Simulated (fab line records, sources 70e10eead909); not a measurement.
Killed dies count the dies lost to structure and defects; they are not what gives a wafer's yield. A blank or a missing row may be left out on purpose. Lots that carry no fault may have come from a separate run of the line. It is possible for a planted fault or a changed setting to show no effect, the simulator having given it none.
fab line records | flow nand_harc
[record] lots = 12 wafers = 36 last_day = 33
route steps=1302 shown P_GATE@143
lots untouched by any fault: they come from a run of this same line in which no faults occurred
start_h: start of the lot's first displayed wafer, in hours after the record's first day | wait_h: time in hours since the lot's previous step | " the same as in the row above | L1.1+2: a row that stands for several wafers | - no value, or no start given | * or withheld: withheld | < > ~ a bound
route shown NAME@n: NAME is a module with steps in the file, n the number in the route of the first one | usual: mean/standard deviation taken from wafers without a fault | same: alike in all rows | chamber/n: place in a boat | sites: each site's reading | _std_site: how widely they spread, as a standard deviation | _edge_site: outer sites' mean less inner sites' | radius_mm: for every site, how far away it sits from the centre of the wafer | mask NAME#n: copy n | behind: the tool/chamber that last shaped the wafer | hold: reason for holding the lot/hours on hold/outcome of the hold | device: whichever transistor did not switch (one of n, p or np) | end of line: the route-end tests of the same wafers | where a step has no rows: the recipe by itself | killed: at the first sort, the dies lost to defects and structure; wafer yield is something else | map: a wafer's dies, x killed, . not, _ none there
set.NAME: the setting as run; set.NAME@STEP: as run at that earlier step | model.NAME: the simulator's own value behind a step, which no gauge read
the route's steps for a sample of lots (tables are steps, rows are wafers)
services: the hour from which a tool's chamber was out of use, counted from the record's first day as start_h (under 0 if before that day), plus the number of hours and why
[[steps]]
[step NHARC_P_GATE_INSPECT_28]
[usual] raw_defect_count = 6.0/3
// columns lot.wafer tool chamber start_h wait_h raw_defect_count
L432.1 defect_inspect-01 - 102.99 0.0 5
L432.3 " - " " 6
L432.4 " - " " 9
L433.1 defect_inspect-01 - 103.31 0.0 3
L433.2 " - " " 3
L433.3 " - " " 3
L434.2 defect_inspect-01 - 114.80 0.0 2
L434.5 " - " " 4
L434.6 " - " " 3
L435.2 defect_inspect-01 - 130.04 0.0 10
L435.3 " - " " 4
L435.5 " - " " 11
L439.1 defect_inspect-01 - 165.99 0.0 6
L439.2 " - " " 2
L439.5 " - " " 4
L441.1 defect_inspect-01 - 181.73 0.0 7
L441.3 " - " " 5
L441.5 " - " " 4
L446.3 defect_inspect-02 - 241.70 0.0 8
L446.4 " - " " 7
L446.5 " - " " 5
L451.1 defect_inspect-02 - 289.91 0.0 9
L451.4 " - " " 13
L451.5 " - " " 4
L453.2 defect_inspect-01 - 305.92 0.0 3
L453.3 " - " " 10
L453.6 " - " " 4
L452.1 defect_inspect-02 - 306.43 0.0 3
L452.2 " - " " 8
L452.4 " - " " 5
L454.1 defect_inspect-02 - 323.82 0.0 9
L454.5 " - " " 10
L454.6 " - " " 3
L455.3 defect_inspect-01 - 324.60 0.0 7
L455.4 " - " " 5
L455.6 " - " " 5
[step NHARC_P_GATE_CD_MEAS_33]
[usual] cd_nm = 120.6/2.4
// columns lot.wafer tool chamber start_h wait_h cd_nm
L433.1 cd_sem-01 - 104.20 - 121.2
L433.2 " - " " 120.0
L433.3 " - " " 122.2
L432.1 cd_sem-03 - 104.37 - 118.5
L432.3 " - " " 119.2
L432.4 " - " " 121.3
L434.2 cd_sem-01 - 115.66 - 120.2
L434.5 " - " " 121.1
L434.6 " - " " 120.8
L435.2 cd_sem-03 - 130.90 - 119.8
L435.3 " - " " 122.2
L435.5 " - " " 123.4
L439.1 cd_sem-02 - 166.85 - 118.8
L439.2 " - " " 119.4
L439.5 " - " " 121.1
L441.1 cd_sem-02 - 182.61 - 119.2
L441.3 " - " " 121.2
L441.5 " - " " 121.2
L446.3 cd_sem-02 - 242.60 - 119.1
L446.4 " - " " 121.8
L446.5 " - " " 120.2
L451.1 cd_sem-01 - 290.77 - 120.3
L451.4 " - " " 121.1
L451.5 " - " " 121.8
L453.2 cd_sem-01 - 306.81 0.2 119.8
L453.3 " - " " 120.0
L453.6 " - " " 116.7
L452.1 cd_sem-01 - 307.31 0.1 121.5
L452.2 " - " " 121.0
L452.4 " - " " 117.8
L454.1 cd_sem-02 - 324.67 - 125.6
L454.5 " - " " 124.2
L454.6 " - " " 125.8
L455.3 cd_sem-02 - 325.46 - 116.5
L455.4 " - " " 122.6
L455.6 " - " " 118.5
[step NHARC_P_GATE_EXPOSE_88]
[recipe] na = 0.6 target_cd_nm = 2000 dose_mj = 11.87 mask_id = P_HVN
[usual] exposure_dose_mJ_cm2 = 11.870/0.011
// columns lot.wafer tool chamber start_h wait_h mask exposure_dose_mJ_cm2
L433.1 krf_scanner-01 0 118.33 - P_HVN#0 11.863
L433.2 " 0 " " P_HVN#0 11.867
L433.3 " 0 " " P_HVN#0 11.865
L432.1 krf_scanner-04 0 118.73 - P_HVN#0 11.887
L432.3 " 0 " " P_HVN#0 11.863
L432.4 " 0 " " P_HVN#0 11.878
L434.2 krf_scanner-03 0 129.81 - P_HVN#0 11.872
L434.5 " 0 " " P_HVN#0 11.870
L434.6 " 0 " " P_HVN#0 11.864
L435.2 krf_scanner-01 0 145.41 - P_HVN#0 11.885
L435.3 " 0 " " P_HVN#0 11.865
L435.5 " 0 " " P_HVN#0 11.855
L439.1 krf_scanner-01 0 181.10 - P_HVN#0 11.880
L439.2 " 0 " " P_HVN#0 11.879
L439.5 " 0 " " P_HVN#0 11.885
L441.1 krf_scanner-01 0 197.09 - P_HVN#0 10.912
L441.3 " 0 " " P_HVN#0 10.917
L441.5 " 0 " " P_HVN#0 10.906
L446.3 krf_scanner-01 0 256.89 - P_HVN#0 10.902
L446.4 " 0 " " P_HVN#0 10.894
L446.5 " 0 " " P_HVN#0 10.907
L451.1 krf_scanner-04 0 305.05 - P_HVN#0 11.868
L451.4 " 0 " " P_HVN#0 11.858
L451.5 " 0 " " P_HVN#0 11.870
L453.2 krf_scanner-04 0 321.06 - P_HVN#0 11.859
L453.3 " 0 " " P_HVN#0 11.864
L453.6 " 0 " " P_HVN#0 11.869
L452.1 krf_scanner-03 0 321.63 - P_HVN#0 11.871
L452.2 " 0 " " P_HVN#0 11.872
L452.4 " 0 " " P_HVN#0 11.856
L454.1 krf_scanner-03 0 338.77 - P_HVN#0 11.858
L454.5 " 0 " " P_HVN#0 11.854
L454.6 " 0 " " P_HVN#0 11.858
L455.3 krf_scanner-03 0 341.88 - P_HVN#0 11.874
L455.4 " 0 " " P_HVN#0 11.871
L455.6 " 0 " " P_HVN#0 11.855
[step NHARC_P_GATE_CD_MEAS_91]
[recipe] target_cd_nm = 2000 landing_energy_ev = 500
[usual] cd_nm = 1999.8/1.9
// columns lot.wafer tool chamber start_h wait_h cd_nm
L433.1 cd_sem-01 0 118.49 - 2001.4
L433.2 " 0 " " 1996.8
L433.3 " 0 " " 1999.4
L432.1 cd_sem-02 0 118.89 - 1999.9
L432.3 " 0 " " 1999.7
L432.4 " 0 " " 1999.5
L434.2 cd_sem-02 0 129.96 - 1997.1
L434.5 " 0 " " 1999.7
L434.6 " 0 " " 1997.6
L435.2 cd_sem-01 0 145.56 - 2001.1
L435.3 " 0 " " 2001.8
L435.5 " 0 " " 2002.4
L439.1 cd_sem-02 0 181.26 - 1997.9
L439.2 " 0 " " 2000.5
L439.5 " 0 " " 1999.7
L441.1 cd_sem-03 0 197.24 - 1986.0
L441.3 " 0 " " 1987.5
L441.5 " 0 " " 1987.6
L446.3 cd_sem-02 0 257.04 - 1985.1
L446.4 " 0 " " 1981.9
L446.5 " 0 " " 1984.3
L451.1 cd_sem-03 0 305.21 - 1999.0
L451.4 " 0 " " 1999.8
L451.5 " 0 " " 1997.9
L453.2 cd_sem-03 0 321.21 - 1998.7
L453.3 " 0 " " 1996.6
L453.6 " 0 " " 1994.1
L452.1 cd_sem-01 0 321.78 - 2001.3
L452.2 " 0 " " 2001.4
L452.4 " 0 " " 2000.2
L454.1 cd_sem-02 0 338.93 - 2001.2
L454.5 " 0 " " 2001.1
L454.6 " 0 " " 2001.3
L455.3 cd_sem-01 0 342.03 - 1999.4
L455.4 " 0 " " 2000.7
L455.6 " 0 " " 2000.8
[step NHARC_P_GATE_RTA_82]
[recipe] temp_c = 450 time_s = 30
[usual] lamp_power_pct = 4.7/0.51 lamp_zone_6_pct = 4.6/0.51 lamp_zone_7_pct = 4.9/0.54 wafer_temp_C_max = 452.9/0.58
// columns lot.wafer tool chamber start_h wait_h lamp_power_pct lamp_zone_6_pct lamp_zone_7_pct wafer_temp_C_max
L433.1 rtp_anneal-01 0 121.42 - 4.9 4.9 5.2 452.6
L433.2 " 0 " " 4.9 4.9 5.2 452.9
L433.3 " 0 " " 4.9 4.9 5.2 453.0
L432.1 rtp_anneal-02 0 121.76 - 3.5 3.5 3.7 451.3
L432.3 " 0 " " 3.5 3.5 3.7 452.6
L432.4 " 0 " " 3.5 3.5 3.7 452.3
L434.2 rtp_anneal-01 0 132.85 - 4.9 4.9 5.2 453.2
L434.5 " 0 " " 4.9 4.9 5.2 452.9
L434.6 " 0 " " 4.9 4.9 5.2 453.0
L435.2 rtp_anneal-01 0 148.45 - 4.9 4.9 5.2 452.8
L435.3 " 0 " " 4.9 4.9 5.2 452.5
L435.5 " 0 " " 4.9 4.9 5.2 452.5
L439.1 rtp_anneal-01 0 184.17 - 4.9 4.9 5.2 452.4
L439.2 " 0 " " 4.9 4.9 5.2 453.4
L439.5 " 0 " " 4.9 4.9 5.2 452.8
L441.1 rtp_anneal-02 0 200.15 - 3.5 3.5 3.7 453.1
L441.3 " 0 " " 3.5 3.5 3.7 452.5
L441.5 " 0 " " 3.5 3.5 3.7 452.6
L446.3 rtp_anneal-01 0 260.42 - 4.9 4.9 5.2 452.3
L446.4 " 0 " " 4.9 4.9 5.2 452.3
L446.5 " 0 " " 4.9 4.9 5.2 452.8
L451.1 rtp_anneal-01 0 308.34 - 4.9 4.9 5.2 452.9
L451.4 " 0 " " 4.9 4.9 5.2 452.5
L451.5 " 0 " " 4.9 4.9 5.2 453.2
L453.2 rtp_anneal-01 0 324.17 - 4.9 4.9 5.2 453.8
L453.3 " 0 " " 4.9 4.9 5.2 453.5
L453.6 " 0 " " 4.9 4.9 5.2 452.7
L452.1 rtp_anneal-01 0 324.65 - 4.9 4.9 5.2 454.2
L452.2 " 0 " " 4.9 4.9 5.2 452.8
L452.4 " 0 " " 4.9 4.9 5.2 452.9
L454.1 rtp_anneal-01 0 341.80 - 4.9 4.9 5.2 452.1
L454.5 " 0 " " 4.9 4.9 5.2 452.6
L454.6 " 0 " " 4.9 4.9 5.2 452.6
L455.3 rtp_anneal-01 0 345.16 - 4.9 4.9 5.2 453.3
L455.4 " 0 " " 4.9 4.9 5.2 453.4
L455.6 " 0 " " 4.9 4.9 5.2 453.6
[[services]]
// columns tool chamber start_h hours kind
krf_scanner-04 - 98.92 0.9 repair
krf_scanner-03 - 111.30 2.8 repair
krf_scanner-04 - 120.66 0.2 repair
krf_scanner-04 0 173.86 - calibration
krf_scanner-03 0 179.24 - calibration
krf_scanner-04 - 182.00 4.0 pm
krf_scanner-03 - 182.59 1.5 repair
krf_scanner-01 - 183.40 4.0 pm
krf_scanner-01 0 188.34 - calibration
krf_scanner-03 - 224.00 4.0 pm
krf_scanner-04 0 341.40 - calibration
krf_scanner-04 - 341.42 0.5 repair
krf_scanner-03 0 342.10 - calibration
[[key]]
[first_sign] step = NHARC_P_GATE_EXPOSE_88 reading = exposure_dose_mJ_cm2 direction = down sigmas = 86 usual = 11.870 struck = 10.906
[effect] step = NHARC_P_GATE_CD_MEAS_91 reading = cd_nm direction = down sigmas = 7.4 usual = 1999.8 struck = 1985.4
met_at NHARC_P_GATE_EXPOSE_88
struck_lots L441,L446
tester_left_out L441,L446
not_acting_at NHARC_P_GATE_INSPECT_28,NHARC_P_GATE_CD_MEAS_33,NHARC_P_GATE_RTA_82
onset_between 181.10 197.09
[fault] kind = process_parameter_drift tool = krf_scanner-01 chamber = - onset_h = 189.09 steps = NHARC_P_GATE_EXPOSE_88 channel = dose_mj offset = -0.96353 shape = step acts_in = these_recipes_only stated = 11.87
// tester_left_out: of these lots the tester's yield and bins aren't shown, on N5 and GAA mostly nor the transistor test; their killed dies are dies lost to structure and defects alone, not to doping, threshold or leakage, so they don't give the yield
